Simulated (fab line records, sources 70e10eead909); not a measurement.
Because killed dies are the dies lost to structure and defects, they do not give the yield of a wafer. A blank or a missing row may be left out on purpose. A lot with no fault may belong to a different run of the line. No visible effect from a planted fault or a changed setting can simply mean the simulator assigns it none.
Which of the tools did it?	flow nandHarc	72 wafers from 24 lots sampled at 6 of the route's 1302 steps

== WHAT THE GAUGES READ, wafer by wafer ==
The record holds no reading of a measuring or inspecting step that can be judged against a usual standard deviation.

== WHICH TOOL RAN EACH LOT (tool, then ch and the chambers of the sampled wafers, then the start) ==
lot	NHARC_A_STAIRCASE_ETCH_232	NHARC_A_STAIRCASE_TRIM_235	NHARC_A_STAIRCASE_STRIP_254	NHARC_A_STAIRCASE_HM_OPEN_457	NHARC_A_STAIRCASE_ETCH_451	NHARC_A_STAIRCASE_HM_DEP_459
L074	rieDiel-07 ch 0,1,3, day 15 20:41 or earlier	rieDiel-07 ch 0,1,3, day 15 20:41 or earlier	plasmaAsher-01 ch 0,1, day 15 20:41	rieDiel-03 ch 0,2,3, day 16 04:45 or earlier	rieDiel-03 ch 0,1,3, day 16 04:45 or earlier	aclDep-01 ch 0, day 16 04:45
L075	rieDiel-03 ch 1,3, day 16 16:13 or earlier	rieDiel-03 ch 0,1,2, day 16 16:13 or earlier	plasmaAsher-02 ch 0,1, day 16 16:13	rieDiel-01 ch 0,1,2, day 16 22:56 or earlier	rieDiel-01 ch 0,3, day 16 22:56 or earlier	aclDep-02 ch 0, day 16 22:56
L076	rieDiel-03 ch 1,3, day 17 02:08 or earlier	rieDiel-03 ch 0,1, day 17 02:08 or earlier	plasmaAsher-01 ch 0,1, day 17 02:08	rieDiel-07 ch 0,1,2, day 17 13:52 or earlier	rieDiel-07 ch 0,1,2, day 17 13:52 or earlier	aclDep-03 ch 0, day 17 13:52
L077	rieDiel-01 ch 0,2,3, day 17 20:18 or earlier	rieDiel-01 ch 1,2,3, day 17 20:18 or earlier	plasmaAsher-02 ch 0,1, day 17 20:18	rieDiel-03 ch 0,1, day 18 05:53 or earlier	rieDiel-03 ch 0,2,3, day 18 05:53 or earlier	aclDep-02 ch 0, day 18 05:53
L078	rieDiel-07 ch 1,2,3, day 18 05:27 or earlier	rieDiel-07 ch 1,3, day 18 05:27 or earlier	plasmaAsher-02 ch 0,1, day 18 05:27	rieDiel-03 ch 1,2, day 18 13:52 or earlier	rieDiel-03 ch 1,2, day 18 13:52 or earlier	aclDep-02 ch 0, day 18 13:52
L080	rieDiel-07 ch 1,2, day 18 11:52 or earlier	rieDiel-07 ch 0,2,3, day 18 11:52 or earlier	plasmaAsher-01 ch 0,1, day 18 11:52	rieDiel-07 ch 0,1,3, day 18 20:53 or earlier	rieDiel-07 ch 0,3, day 18 20:53 or earlier	aclDep-03 ch 0, day 18 20:53
L079	rieDiel-07 ch 0,2,3, day 18 18:11 or earlier	rieDiel-07 ch 0,1, day 18 18:11 or earlier	plasmaAsher-01 ch 0,1, day 18 18:11	rieDiel-07 ch 1,2,3, day 19 03:30 or earlier	rieDiel-07 ch 0,1, day 19 03:30 or earlier	aclDep-01 ch 0, day 19 03:30
L081	rieDiel-07 ch 0,1, day 19 08:29 or earlier	rieDiel-07 ch 0,1,3, day 19 08:29 or earlier	plasmaAsher-01 ch 0,1, day 19 08:29	rieDiel-01 ch 0,2,3, day 19 18:55 or earlier	rieDiel-01 ch 0,2, day 19 18:55 or earlier	aclDep-03 ch 0, day 19 18:55
L082	rieDiel-03 ch 2,3, day 19 19:38 or earlier	rieDiel-03 ch 0,2,3, day 19 19:38 or earlier	plasmaAsher-02 ch 0,1, day 19 19:38	rieDiel-07 ch 0,2,3, day 20 04:13 or earlier	rieDiel-07 ch 0,1, day 20 04:13 or earlier	aclDep-02 ch 0, day 20 04:13
L083	rieDiel-01 ch 0,1,3, day 20 12:14 or earlier	rieDiel-01 ch 0,1,3, day 20 12:14 or earlier	plasmaAsher-01 ch 0,1, day 20 12:14	rieDiel-03 ch 0,1,3, day 20 21:08 or earlier	rieDiel-03 ch 2,3, day 20 21:08 or earlier	aclDep-02 ch 0, day 20 21:08
L085	rieDiel-03 ch 0,1,3, day 20 23:03 or earlier	rieDiel-03 ch 0,2, day 20 23:03 or earlier	plasmaAsher-01 ch 0,1, day 20 23:03	rieDiel-07 ch 0,1,3, day 21 09:10 or earlier	rieDiel-07 ch 1,2, day 21 09:10 or earlier	aclDep-02 ch 0, day 21 09:10
L084	rieDiel-01 ch 1,2, day 21 00:55 or earlier	rieDiel-01 ch 0,3, day 21 00:55 or earlier	plasmaAsher-01 ch 0, day 21 00:55	rieDiel-07 ch 1,2,3, day 21 11:37 or earlier	rieDiel-07 ch 1,3, day 21 11:37 or earlier	aclDep-01 ch 0, day 21 11:37
L086	rieDiel-01 ch 0,1,2, day 21 07:16 or earlier	rieDiel-01 ch 2,3, day 21 07:16 or earlier	plasmaAsher-01 ch 0,1, day 21 07:16	rieDiel-03 ch 0,1, day 21 16:59 or earlier	rieDiel-03 ch 1,2,3, day 21 16:59 or earlier	aclDep-01 ch 0, day 21 16:59
L088	rieDiel-03 ch 0,1,3, day 21 18:28 or earlier	rieDiel-03 ch 0,2, day 21 18:28 or earlier	plasmaAsher-02 ch 0,1, day 21 18:28	rieDiel-07 ch 1,2, day 22 03:45 or earlier	rieDiel-07 ch 0,2,3, day 22 03:45 or earlier	aclDep-01 ch 0, day 22 03:45
L087	rieDiel-01 ch 1,2,3, day 21 19:43 or earlier	rieDiel-01 ch 1,2,3, day 21 19:43 or earlier	plasmaAsher-02 ch 0,1, day 21 19:43	rieDiel-01 ch 0,2, day 22 05:11 or earlier	rieDiel-01 ch 0,2, day 22 05:11 or earlier	aclDep-03 ch 0, day 22 05:11
L089	rieDiel-07 ch 0,2,3, day 22 00:49 or earlier	rieDiel-07 ch 0,3, day 22 00:49 or earlier	plasmaAsher-02 ch 0,1, day 22 00:49	rieDiel-01 ch 1,2,3, day 22 08:02 or earlier	rieDiel-01 ch 1,2, day 22 08:02 or earlier	aclDep-02 ch 0, day 22 08:02
L090	rieDiel-03 ch 0,1,3, day 22 15:32 or earlier	rieDiel-03 ch 1,3, day 22 15:32 or earlier	plasmaAsher-02 ch 1, day 22 15:32	rieDiel-01 ch 0,3, day 22 22:13 or earlier	rieDiel-01 ch 0,2, day 22 22:13 or earlier	aclDep-01 ch 0, day 22 22:13
L091	rieDiel-01 ch 0,1,2, day 23 00:28 or earlier	rieDiel-01 ch 1,2, day 23 00:28 or earlier	plasmaAsher-02 ch 0,1, day 23 00:28	rieDiel-07 ch 1,2,3, day 23 08:49 or earlier	rieDiel-07 ch 2,3, day 23 08:49 or earlier	aclDep-01 ch 0, day 23 08:49
L093	rieDiel-01 ch 0,1,2, day 23 22:50 or earlier	rieDiel-01 ch 0,2, day 23 22:50 or earlier	plasmaAsher-02 ch 0,1, day 23 22:50	rieDiel-01 ch 2,3, day 24 08:48 or earlier	rieDiel-01 ch 0,2, day 24 08:48 or earlier	aclDep-02 ch 0, day 24 08:48
L092	rieDiel-07 ch 0,3, day 23 23:47 or earlier	rieDiel-07 ch 2,3, day 23 23:47 or earlier	plasmaAsher-01 ch 1, day 23 23:47	rieDiel-01 ch 0,2, day 24 10:25 or earlier	rieDiel-01 ch 1,3, day 24 10:25 or earlier	aclDep-03 ch 0, day 24 10:25
L094	rieDiel-07 ch 0,1,3, day 24 10:29 or earlier	rieDiel-07 ch 0,1, day 24 10:29 or earlier	plasmaAsher-02 ch 0,1, day 24 10:29	rieDiel-07 ch 0,2, day 24 19:26 or earlier	rieDiel-07 ch 1,2, day 24 19:26 or earlier	aclDep-01 ch 0, day 24 19:26
L095	rieDiel-07 ch 0,3, day 24 20:25 or earlier	rieDiel-07 ch 0,2, day 24 20:25 or earlier	plasmaAsher-01 ch 0,1, day 24 20:25	rieDiel-07 ch 1,2,3, day 25 05:14 or earlier	rieDiel-07 ch 0,1,2, day 25 05:14 or earlier	aclDep-01 ch 0, day 25 05:14
L096	rieDiel-03 ch 0,2,3, day 25 19:10 or earlier	rieDiel-03 ch 0,2,3, day 25 19:10 or earlier	plasmaAsher-01 ch 0,1, day 25 19:10	rieDiel-01 ch 0,1, day 26 04:02 or earlier	rieDiel-01 ch 0,1, day 26 04:02 or earlier	aclDep-01 ch 0, day 26 04:02
L097	rieDiel-03 ch 0,2,3, day 26 04:36 or earlier	rieDiel-03 ch 0,1,2, day 26 04:36 or earlier	plasmaAsher-01 ch 0,1, day 26 04:36	rieDiel-03 ch 0,2,3, day 26 12:47 or earlier	rieDiel-03 ch 0,2, day 26 12:47 or earlier	aclDep-03 ch 0, day 26 12:47
- NHARC_A_STAIRCASE_ETCH_232: etches the open film in C4F8/O2, target depth 100 nm, time 40.5 s.
- NHARC_A_STAIRCASE_TRIM_235: chemistry O2, time 211.2 s.
- NHARC_A_STAIRCASE_STRIP_254: strips in O2.
- NHARC_A_STAIRCASE_HM_OPEN_457: chemistry O2/COS.
- NHARC_A_STAIRCASE_ETCH_451: etches the open film in CF4/O2, target depth 30 nm, overetch 3 nm, time 16.5 s.
- NHARC_A_STAIRCASE_HM_DEP_459: deposits aC, target thk 1500 nm.

== WHAT THE TOOLS THEMSELVES READ (means of the sampled wafers that have a number; where no wafer has one, the mark that the record gives instead) ==
NHARC_A_STAIRCASE_ETCH_232.
lot	tool	oesProductAu (a.u.)	rfVppV (V)
L074	rieDiel-07	0.937	899
L075	rieDiel-03	0.947	899
L076	rieDiel-03	0.950	897
L077	rieDiel-01	0.941	893
L078	rieDiel-07	0.955	897
L080	rieDiel-07	0.956	896
L079	rieDiel-07	0.959	902
L081	rieDiel-07	0.935	893
L082	rieDiel-03	0.964	892
L083	rieDiel-01	0.947	895
L085	rieDiel-03	0.967	896
L084	rieDiel-01	0.951	889
L086	rieDiel-01	0.943	896
L088	rieDiel-03	0.956	896
L087	rieDiel-01	0.965	890
L089	rieDiel-07	0.962	901
L090	rieDiel-03	0.949	896
L091	rieDiel-01	0.956	895
L093	rieDiel-01	0.949	895
L092	rieDiel-07	0.946	902
L094	rieDiel-07	0.935	897
L095	rieDiel-07	0.938	903
L096	rieDiel-03	0.933	897
L097	rieDiel-03	0.953	897

NHARC_A_STAIRCASE_TRIM_235.
lot	tool	drypumpMotorCurrentA (A)	oesProductAu (a.u.)	rfVppV (V)	showerheadPlenumPTorr (Torr)	throttleValvePct (%)
L074	rieDiel-07	5.7	1.006	57.8	3.60	17.031
L075	rieDiel-03	5.8	1.015	57.5	3.47	17.040
L076	rieDiel-03	5.8	1.009	57.4	3.59	17.030
L077	rieDiel-01	5.5	1.005	58.0	3.39	17.042
L078	rieDiel-07	5.7	1.017	57.2	3.58	17.039
L080	rieDiel-07	5.9	1.017	58.2	3.70	17.036
L079	rieDiel-07	5.7	1.000	57.6	3.60	17.038
L081	rieDiel-07	5.7	1.008	58.6	3.59	17.031
L082	rieDiel-03	5.6	1.009	57.4	3.41	17.037
L083	rieDiel-01	5.4	1.005	58.0	3.52	17.027
L085	rieDiel-03	5.7	0.997	58.1	3.69	17.031
L084	rieDiel-01	5.1	1.000	57.6	3.60	17.044
L086	rieDiel-01	5.1	1.003	57.1	3.33	17.040
L088	rieDiel-03	5.7	0.986	58.2	3.69	17.038
L087	rieDiel-01	5.5	1.000	57.1	3.37	17.035
L089	rieDiel-07	5.9	1.005	58.4	3.71	17.034
L090	rieDiel-03	6.0	1.034	57.6	3.52	17.035
L091	rieDiel-01	5.8	0.996	56.6	3.40	17.034
L093	rieDiel-01	5.2	1.001	57.8	3.57	17.034
L092	rieDiel-07	5.9	1.000	58.8	3.64	17.043
L094	rieDiel-07	5.8	0.993	57.8	3.58	17.031
L095	rieDiel-07	5.9	0.993	57.6	3.68	17.032
L096	rieDiel-03	5.6	1.008	57.5	3.56	17.042
L097	rieDiel-03	5.8	1.011	58.6	3.61	17.038

NHARC_A_STAIRCASE_STRIP_254.
lot	tool	drypumpMotorCurrentA (A)	heaterPowerW (W)
L074	plasmaAsher-01	5.4	361
L075	plasmaAsher-02	6.0	299
L076	plasmaAsher-01	5.2	376
L077	plasmaAsher-02	5.8	306
L078	plasmaAsher-02	6.0	297
L080	plasmaAsher-01	5.2	375
L079	plasmaAsher-01	5.2	374
L081	plasmaAsher-01	5.2	375
L082	plasmaAsher-02	5.8	315
L083	plasmaAsher-01	5.2	376
L085	plasmaAsher-01	5.4	361
L084	plasmaAsher-01	5.0	398
L086	plasmaAsher-01	5.4	362
L088	plasmaAsher-02	5.8	312
L087	plasmaAsher-02	5.8	310
L089	plasmaAsher-02	5.8	310
L090	plasmaAsher-02	6.2	295
L091	plasmaAsher-02	5.8	315
L093	plasmaAsher-02	5.8	314
L092	plasmaAsher-01	5.6	359
L094	plasmaAsher-02	5.8	313
L095	plasmaAsher-01	5.4	363
L096	plasmaAsher-01	5.4	358
L097	plasmaAsher-01	5.2	365

NHARC_A_STAIRCASE_HM_OPEN_457.
lot	tool	drypumpMotorCurrentA (A)	oesProductAu (a.u.)	rfVppV (V)	showerheadPlenumPTorr (Torr)	throttleValvePct (%)
L074	rieDiel-03	5.6	0.998	465	3.03	28.331
L075	rieDiel-01	5.5	0.996	467	3.11	28.334
L076	rieDiel-07	5.8	1.007	469	3.16	28.346
L077	rieDiel-03	5.8	0.993	468	3.17	28.340
L078	rieDiel-03	6.2	0.997	463	3.01	28.332
L080	rieDiel-07	5.7	1.011	468	3.18	28.334
L079	rieDiel-07	5.7	1.017	466	3.14	28.334
L081	rieDiel-01	5.2	1.006	466	3.06	28.328
L082	rieDiel-07	5.9	1.013	471	3.27	28.342
L083	rieDiel-03	5.6	1.012	467	3.11	28.335
L085	rieDiel-07	5.7	0.990	468	3.17	28.324
L084	rieDiel-07	5.7	1.007	467	3.13	28.321
L086	rieDiel-03	5.8	1.005	468	3.15	28.333
L088	rieDiel-07	5.7	1.010	468	3.10	28.337
L087	rieDiel-01	5.2	0.997	467	3.16	28.339
L089	rieDiel-01	5.5	0.995	465	2.98	28.330
L090	rieDiel-01	5.1	1.003	468	3.18	28.329
L091	rieDiel-07	5.7	1.009	467	3.12	28.341
L093	rieDiel-01	5.2	0.997	462	2.92	28.334
L092	rieDiel-01	5.3	0.984	466	3.03	28.335
L094	rieDiel-07	5.9	0.995	470	3.26	28.336
L095	rieDiel-07	5.7	1.002	467	3.12	28.335
L096	rieDiel-01	5.4	1.003	469	3.20	28.323
L097	rieDiel-03	5.6	1.017	468	3.15	28.331

NHARC_A_STAIRCASE_ETCH_451.
lot	tool	drypumpMotorCurrentA (A)	oesProductAu (a.u.)	rfVppV (V)	showerheadPlenumPTorr (Torr)	throttleValvePct (%)
L074	rieDiel-03	5.6	1.004	197.8	1.34	13.400
L075	rieDiel-01	5.0	0.999	198.8	1.37	13.386
L076	rieDiel-07	5.7	1.005	197.7	1.35	13.399
L077	rieDiel-03	5.6	1.015	197.1	1.29	13.401
L078	rieDiel-03	6.3	1.000	197.5	1.33	13.393
L080	rieDiel-07	5.9	1.004	198.9	1.42	13.395
L079	rieDiel-07	5.7	1.000	198.4	1.36	13.390
L081	rieDiel-01	5.2	1.003	198.4	1.36	13.393
L082	rieDiel-07	5.6	0.994	196.3	1.30	13.401
L083	rieDiel-03	5.9	1.016	198.5	1.36	13.400
L085	rieDiel-07	5.6	1.005	197.0	1.28	13.402
L084	rieDiel-07	5.7	1.003	198.2	1.35	13.408
L086	rieDiel-03	6.1	1.014	199.1	1.38	13.389
L088	rieDiel-07	5.9	0.997	199.0	1.40	13.405
L087	rieDiel-01	5.3	0.996	196.7	1.30	13.406
L089	rieDiel-01	5.8	1.005	195.7	1.29	13.393
L090	rieDiel-01	5.2	1.006	198.3	1.35	13.405
L091	rieDiel-07	5.8	1.007	198.7	1.39	13.385
L093	rieDiel-01	5.3	0.995	196.7	1.30	13.393
L092	rieDiel-01	5.3	0.997	197.0	1.28	13.396
L094	rieDiel-07	5.8	1.007	197.7	1.33	13.397
L095	rieDiel-07	5.7	0.996	197.9	1.34	13.389
L096	rieDiel-01	5.7	1.010	197.6	1.33	13.401
L097	rieDiel-03	5.7	0.996	197.9	1.39	13.398

NHARC_A_STAIRCASE_HM_DEP_459.
lot	tool	throttleValvePct (%)
L074	aclDep-01	35.007
L075	aclDep-02	34.995
L076	aclDep-03	34.999
L077	aclDep-02	35.007
L078	aclDep-02	34.998
L080	aclDep-03	35.001
L079	aclDep-01	34.989
L081	aclDep-03	34.996
L082	aclDep-02	34.996
L083	aclDep-02	34.999
L085	aclDep-02	35.003
L084	aclDep-01	35.003
L086	aclDep-01	34.995
L088	aclDep-01	34.994
L087	aclDep-03	35.004
L089	aclDep-02	35.007
L090	aclDep-01	34.995
L091	aclDep-01	34.995
L093	aclDep-02	35.005
L092	aclDep-03	34.992
L094	aclDep-01	34.997
L095	aclDep-01	35.000
L096	aclDep-01	34.999
L097	aclDep-03	34.996

== THE ANSWER, worked out from the rows above alone ==
Rule: the lots themselves supply what counts as usual. Put in order of their means at a reading, lots are off if they are a third of the lots or fewer, leave a main group of 4 or more, and stand apart from it by a gap of 3 or more times the standard deviation of the main group's means; of several such gaps the widest counts. A main group is skipped when, at the precision printed for the reading in the tables above, its means are all equal. A lot without any number at a reading at which 4 lots or more have one is off too. The other lots that the step has rows for count as sound. After the gauges, taken in route order, come the tools' own readings; for these a lot's mean is taken, as printed above. The first step at which some lot is off is used, and at that step the reading that is off furthest; a lot without a number counts as furthest.
Across all readings shown, no lot is off: no conclusion can be drawn from this.

== WHAT WAS PUT IN BY THE SIMULATOR ==
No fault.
